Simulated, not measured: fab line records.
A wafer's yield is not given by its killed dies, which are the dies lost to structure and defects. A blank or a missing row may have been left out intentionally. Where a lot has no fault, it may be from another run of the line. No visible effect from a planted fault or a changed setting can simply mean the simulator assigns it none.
Matching of chambers || flow n5_finfet || cmp-03 running N5_BEOL_M2_CMP_52: 4 sister chambers
The step polishes, stops on SiOC, t overpolish 6.8 s, target thk 40 nm. 4 wafers are shown with their chamber, then 10 later ones without.

## WAFERS PAIRED WITH THEIR CHAMBERS
{"wafer": "L088.3", "chamber": 3, "motor_current_A (A)": 6.5}
{"wafer": "L088.5", "chamber": 0, "motor_current_A (A)": 5.8}
{"wafer": "L089.3", "chamber": 2, "motor_current_A (A)": 5.5}
{"wafer": "L089.5", "chamber": 1, "motor_current_A (A)": 7.1}

## WAFERS WITHOUT THEIR CHAMBER
{"wafer": "L089.6", "motor_current_A (A)": 5.5}
{"wafer": "L094.1", "motor_current_A (A)": 6.7}
{"wafer": "L094.3", "motor_current_A (A)": 5.7}
{"wafer": "L094.4", "motor_current_A (A)": 6.7}
{"wafer": "L097.2", "motor_current_A (A)": 5.8}
{"wafer": "L097.5", "motor_current_A (A)": 6.7}
{"wafer": "L097.6", "motor_current_A (A)": 5.8}
{"wafer": "L096.1", "motor_current_A (A)": 7.1}
{"wafer": "L096.5", "motor_current_A (A)": 7.0}
{"wafer": "L096.6", "motor_current_A (A)": 5.5}

## WHICH CHAMBER EACH ONE RAN IN
{"wafer": "L089.6", "from the rows above": 2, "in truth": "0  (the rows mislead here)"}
{"wafer": "L094.1", "from the rows above": "can't be placed: 3 or 1", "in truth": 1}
{"wafer": "L094.3", "from the rows above": "can't be placed: 0 or 2", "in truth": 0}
{"wafer": "L094.4", "from the rows above": "can't be placed: 3 or 1", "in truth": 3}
{"wafer": "L097.2", "from the rows above": 0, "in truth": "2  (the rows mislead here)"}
{"wafer": "L097.5", "from the rows above": "can't be placed: 3 or 1", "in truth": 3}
{"wafer": "L097.6", "from the rows above": 0, "in truth": 0}
{"wafer": "L096.1", "from the rows above": 1, "in truth": 1}
{"wafer": "L096.5", "from the rows above": 1, "in truth": 1}
{"wafer": "L096.6", "from the rows above": 2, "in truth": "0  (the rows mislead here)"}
Placed correctly: 3 of 10. Can't be placed from these rows: 4 (the true chamber is among the candidates in 4). Wrongly placed: 3.
How it was worked out, from the rows above alone: a wafer's distance from a chamber is the root of the sum, over the readings, of the square of ((its reading less the chamber's mean) divided by the reading's scatter). The wafer belongs to the nearest chamber; if the next one is less than 2 further off, it can't be placed. For every chamber, the mean is computed from those of its wafers that are shown. The scatter (one wafer shown for each chamber): square how far every hidden wafer sits from the nearest shown wafer, average those squares and take the square root.
